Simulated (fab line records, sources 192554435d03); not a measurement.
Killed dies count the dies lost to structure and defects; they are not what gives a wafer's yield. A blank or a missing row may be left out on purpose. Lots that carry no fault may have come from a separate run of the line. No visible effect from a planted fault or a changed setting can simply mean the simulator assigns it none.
A lot that was struck, set against a sound lot    flow n5_finfet    36 steps out of a route of 1938
Sound: these wafers, L145.3, L145.4, L145.6. Struck: wafers L133.1, L133.5. (L133.6 of the same lot was not struck and is left out.) The cause comes at the end.
Order at every step that has rows: each side's tool, ch and its chambers, its first start. Under that, the readings that differ: sound wafers    struck wafers    difference of the means    sigmas: that difference in standard deviations of wafers without a fault.
alike: same words and numbers on both sides, and readings whose means sit less than 2 such deviations apart. not compared: any withheld reading, any reading some wafer has no value for, any bound like >300 that may hide the same value, and any number with overlapping values for which the record gives no deviation.
The two part at a step that has a row with sigmas, a row that says differs or no value, or rows on one side only. Numbers that have no deviation but don't overlap get no sigmas and don't part them. Lack of a reading on every wafer of one side parts them only where that side has two or more wafers.

first, 8 steps without rows for these wafers: N5_BEOL_M9_SPUTTER_48 (material Cu, target thk 12 nm, time 2 s); N5_BEOL_M9_ECD_50 (material Cu, target thk 318 nm); N5_BEOL_M9_ANNEAL_51 (time 90 s); N5_BEOL_M9_CMP_52 (polishes, stops on SiCOH lowk, t overpolish 7 s, target thk 140 nm); N5_BEOL_M9_PRE_CLEAN_55 (time 15 s); N5_BEOL_M9_DEP_56 (deposits SiCN from 3MS/NH3, target thk 15 nm, time 26.5 s); N5_BEOL_M10_ILD_DEP_00 (deposits SiCOH lowk from DEMS/porogen, target thk 308.51 nm, time 58 s); N5_BEOL_M10_CURE_71 (cures SiCOH lowk, time 240 s).
N5_BEOL_M10_PECVD_70: deposits SiO2 from TEOS/O2, target thk 20 nm, time 22.7 s.
  sound on pecvd-03 ch 0,1,2, day 15 10:50; struck on pecvd-04 ch 0,1, day 12 18:04
reading                                      sound         struck   difference  sigmas
model.SiO2_of_BEOL_M10_PECVD_70.thk_nm (nm)  19.2 19.6 20  22 22.6  +3          
  alike: heater_power_w, showerhead_plenum_p_Torr, throttle_valve_pct
then, 24 steps without rows for these wafers: N5_BEOL_M10_HM_DEP_02 (deposits TiN, target thk 20 nm); N5_BEOL_M10_COAT_59 (time 60 s, resist thk 100 nm); N5_BEOL_M10_COAT_60 (time 60 s, resist thk 30 nm); N5_BEOL_M10_COAT_05 (resist thk 90 nm); N5_BEOL_M10_EBR_07; N5_BEOL_M10_SOFTBAKE_06 (time 60 s); N5_BEOL_M10_EXPOSE_08 (exposes mask M10); N5_BEOL_M10_PEB_09 (peb time 60 s); N5_BEOL_M10_DEVELOP_10 (develop time 30 s); N5_BEOL_M10_DESCUM_16 (chemistry O2, time 7.9 s); N5_BEOL_M10_ETCH_61 (etches SiARC in CF4, target depth 39 nm, time 65 s); N5_BEOL_M10_ETCH_62 (etches SOC in N2/H2, target depth 110 nm, overetch 22 nm, time 165 s); N5_BEOL_M10_STRIP_68 (strips in N2/H2); N5_BEOL_M10_STRIP_67 (strips in CF4); N5_BEOL_M10_HM_OPEN_17 (chemistry Cl2/BCl3, target TiN, target depth 20 nm, overetch 6 nm); N5_BEOL_M10_STRIP_19 (strips in O2); N5_BEOL_M10_COAT_63 (time 60 s, resist thk 100 nm); N5_BEOL_M10_COAT_64 (time 60 s, resist thk 30 nm); N5_BEOL_M10_COAT_22 (resist thk 90 nm); N5_BEOL_M10_EBR_24; N5_BEOL_M10_SOFTBAKE_23 (time 60 s); N5_BEOL_M10_EXPOSE_25 (exposes mask V9); N5_BEOL_M10_PEB_26 (peb time 60 s); N5_BEOL_M10_DEVELOP_27 (develop time 30 s).
N5_BEOL_M10_HM_STRIP_39: strips TiN in peroxide tin strip, target depth 25 nm, time 158 s.
  sound on wet_bench-01 ch 3,4,6, day 15 13:31; struck on wet_bench-01 ch 2,3, day 12 23:12
reading                                      sound         struck   difference  sigmas
model.SiO2_of_BEOL_M10_PECVD_70.thk_nm (nm)  19 19.6 19.8  22 22.4  +3          
N5_BEOL_M10_CMP_52: polishes, stops on SiCOH lowk, t overpolish 7 s, target thk 140 nm.
  sound on cmp-04 ch 0,2,3, day 15 17:08; struck on cmp-03 ch 3, day 13 01:57
reading                       sound           struck     difference  sigmas
barrier_field_endpoint_s (s)  27.4 28.7 28.0  31.0 32.1  +3.5        +6
  alike: motor_current_A
  not compared: pad_life_wafers
N5_PASSIVATION_PROBE_49:
  the record has rows for the struck wafers here (prober-01, day 15 00:39) and none for the sound ones

== WHERE THEY PART ==
Last at N5_PASSIVATION_PROBE_49 as far as this record goes, first at N5_BEOL_M10_CMP_52.

WHY: what the simulator had put in
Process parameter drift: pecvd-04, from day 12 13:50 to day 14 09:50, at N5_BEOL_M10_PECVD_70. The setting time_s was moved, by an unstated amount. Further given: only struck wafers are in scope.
